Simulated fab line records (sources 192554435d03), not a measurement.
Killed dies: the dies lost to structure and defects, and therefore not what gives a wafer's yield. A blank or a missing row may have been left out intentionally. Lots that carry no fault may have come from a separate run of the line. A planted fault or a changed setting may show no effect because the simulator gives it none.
The tool behind it: which one?    flow n5_finfet    Sampling: 11 lots, 32 wafers, 4 of 1938 route steps

## WHAT EACH GAUGE READ, for each wafer
N5_BEOL_M9_THK_MEAS_01.
lot   measured      on             M9_ILD_THK (nm)
L358  day 9 15:34   film_metro-02  266 266 269
L359  day 10 07:05  film_metro-01  266 268 270
L361  day 10 09:31  film_metro-01  263 264 269
L363  day 10 10:38  film_metro-01  266 268 270
L364  day 11 03:54  film_metro-01  265 270
L371  day 13 08:50  film_metro-01  263 270 268
L374  day 13 16:13  film_metro-02  257 267 266
L376  day 14 11:49  film_metro-02  265 267 267
L378  day 15 03:38  film_metro-02  265 264 271
L379  day 15 06:11  film_metro-02  268 270 270
L380  day 15 09:40  film_metro-02  267 268 269

## EACH LOT AND THE TOOL THAT RAN IT (in order: tool; ch and the chambers of the sampled wafers; start)
lot   N5_BEOL_M8_STRIP_36                 N5_BEOL_M8_ALD_77                    N5_BEOL_M8_CMP_52
L358  rie_diel-06 ch 0,1,2, day 9 11:38   ald_metal-03 ch 0,1,2, day 9 12:52   cmp-02 ch 0,2,3, day 9 14:28
L359  rie_diel-06 ch 0,3, day 10 03:03    ald_metal-01 ch 0,2, day 10 04:53    cmp-01 ch 0,1,3, day 10 06:00
L361  rie_diel-06 ch 0,1,2, day 10 05:08  ald_metal-02 ch 0,1,3, day 10 06:16  cmp-02 ch 0,2,3, day 10 08:29
L363  rie_diel-05 ch 1,2, day 10 07:35    ald_metal-02 ch 1,3, day 10 08:27    cmp-02 ch 0,2,3, day 10 09:36
L364  rie_diel-05 ch 0,2, day 10 23:02    ald_metal-01 ch 0,2, day 10 23:51    cmp-02 ch 1, day 11 02:49
L371  rie_diel-06 ch 0,1,3, day 13 04:17  ald_metal-03 ch 0,2,3, day 13 05:17  cmp-01 ch 0,1,3, day 13 07:41
L374  rie_diel-06 ch 0,1,3, day 13 12:55  ald_metal-01 ch 1,2,3, day 13 13:49  cmp-03 ch 0,1,3, day 13 15:07
L376  rie_diel-04 ch 0,2,3, day 14 08:07  ald_metal-02 ch 1,3, day 14 09:00    cmp-01 ch 1,3, day 14 10:46
L378  rie_diel-04 ch 0,2,3, day 15 00:07  ald_metal-02 ch 0,1,2, day 15 00:58  cmp-02 ch 0,1,2, day 15 02:34
L379  rie_diel-05 ch 0,3, day 15 02:44    ald_metal-02 ch 0,2, day 15 03:56    cmp-01 ch 0,1, day 15 05:06
L380  rie_diel-04 ch 0,1,3, day 15 06:11  ald_metal-02 ch 1,3, day 15 07:14    cmp-03 ch 0,1,2, day 15 08:35
- N5_BEOL_M8_STRIP_36: strips in N2/H2.
- N5_BEOL_M8_ALD_77: deposits TaN, target thk 2 nm, pulse time 2 s, purge time 3 s.
- N5_BEOL_M8_CMP_52: polishes, stops on SiCOH lowk, t overpolish 6.9 s, target thk 80 nm.

## WHAT THE TOOLS THEMSELVES READ (means of the sampled wafers that have a number; where no wafer has one, the mark that the record gives instead)
N5_BEOL_M8_STRIP_36.
lot   tool         drypump_motor_current_A (A)  h2_flow_sccm (sccm)  oes_product_au (a.u.)  rf_vpp_V (V)  showerhead_plenum_p_Torr (Torr)  temp_c (C)  throttle_valve_pct (%)
L358  rie_diel-06  6.0                          199.9                0.77                   57.5          2.55                             39.90       23.52
L359  rie_diel-06  6.1                          200.2                0.71                   58.7          2.49                             39.98       23.40
L361  rie_diel-06  6.0                          200.3                0.77                   59.7          2.55                             39.99       23.54
L363  rie_diel-05  5.7                          199.5                0.79                   60.4          2.63                             40.16       23.22
L364  rie_diel-05  5.4                          199.5                0.86                   59.5          2.64                             39.97       23.31
L371  rie_diel-06  6.3                          199.8                0.82                   58.6          2.63                             39.89       23.36
L374  rie_diel-06  6.3                          200.3                0.82                   59.3          2.63                             40.05       23.34
L376  rie_diel-04  5.7                          199.8                0.81                   58.0          2.56                             39.96       23.57
L378  rie_diel-04  5.7                          200.4                0.80                   58.7          2.55                             40.07       23.56
L379  rie_diel-05  5.4                          199.9                0.84                   58.2          2.62                             39.96       23.69
L380  rie_diel-04  5.7                          199.9                0.81                   60.2          2.56                             39.94       23.28

N5_BEOL_M8_ALD_77.
lot   tool          heater_power_w (W)
L358  ald_metal-03  394
L359  ald_metal-01  391
L361  ald_metal-02  416
L363  ald_metal-02  414
L364  ald_metal-01  404
L371  ald_metal-03  425
L374  ald_metal-01  414
L376  ald_metal-02  415
L378  ald_metal-02  449
L379  ald_metal-02  454
L380  ald_metal-02  423

N5_BEOL_M8_CMP_52.
lot   tool    barrier_field_endpoint_s (s)  clearing_platen_down_force_psi (psi)  head_pressure_psi (psi)  motor_current_A (A)  overpolish_run_s (s)  time_to_endpoint_s (s)
L358  cmp-02  28.4                          1.5001                                1.0015                   5.6                  6.903                 63.1
L359  cmp-01  29.1                          1.5026                                1.0006                   6.6                  6.900                 64.9
L361  cmp-02  28.8                          1.4993                                1.0013                   5.6                  6.904                 62.8
L363  cmp-02  24.0                          1.5004                                1.0021                   5.4                  6.905                 54.8
L364  cmp-02  22.7                          1.4987                                0.9989                   6.9                  6.902                 45.2
L371  cmp-01  29.4                          1.4998                                1.0007                   6.6                  6.907                 63.5
L374  cmp-03  28.2                          1.5001                                0.9983                   6.3                  6.897                 62.4
L376  cmp-01  28.6                          1.5023                                1.0012                   6.1                  6.897                 66.1
L378  cmp-02  28.9                          1.4983                                1.0012                   5.9                  6.893                 66.5
L379  cmp-01  29.3                          1.4997                                1.0003                   6.7                  6.907                 61.8
L380  cmp-03  28.7                          1.4965                                0.9976                   6.3                  6.903                 60.9

## THE ANSWER, worked out from the rows above alone
Rule: usual is defined by the lots themselves. The widest of any qualifying gaps counts: lots, ordered by their means at a reading, are off when they make up no more than a third of the lots, leave a main group of 4 or more, and stand apart from it by 3 or more times the standard deviation of that group's means. If all means in a main group match to the digits the tables above print for the reading, that group is not used. A lot without any number at a reading at which 4 lots or more have one is off too. All remaining lots with rows at the step are treated as sound. First the gauges in route order, then the tools' own readings, where a lot's mean is used as printed above. At the first step where some lot is off, the reading lying furthest off is the one used; lots without a number count as furthest.
Off: L363, L364, at N5_BEOL_M8_CMP_52 (barrier_field_endpoint_s). The main group has a mean of 28.8 s with a standard deviation of 0.38.
A tool fits if, at that step or a process step before it, it ran every lot that is off, and no sound lot after the first of them. Not one of the candidates tried fits.

## WHAT THE SIMULATOR HAD INSERTED
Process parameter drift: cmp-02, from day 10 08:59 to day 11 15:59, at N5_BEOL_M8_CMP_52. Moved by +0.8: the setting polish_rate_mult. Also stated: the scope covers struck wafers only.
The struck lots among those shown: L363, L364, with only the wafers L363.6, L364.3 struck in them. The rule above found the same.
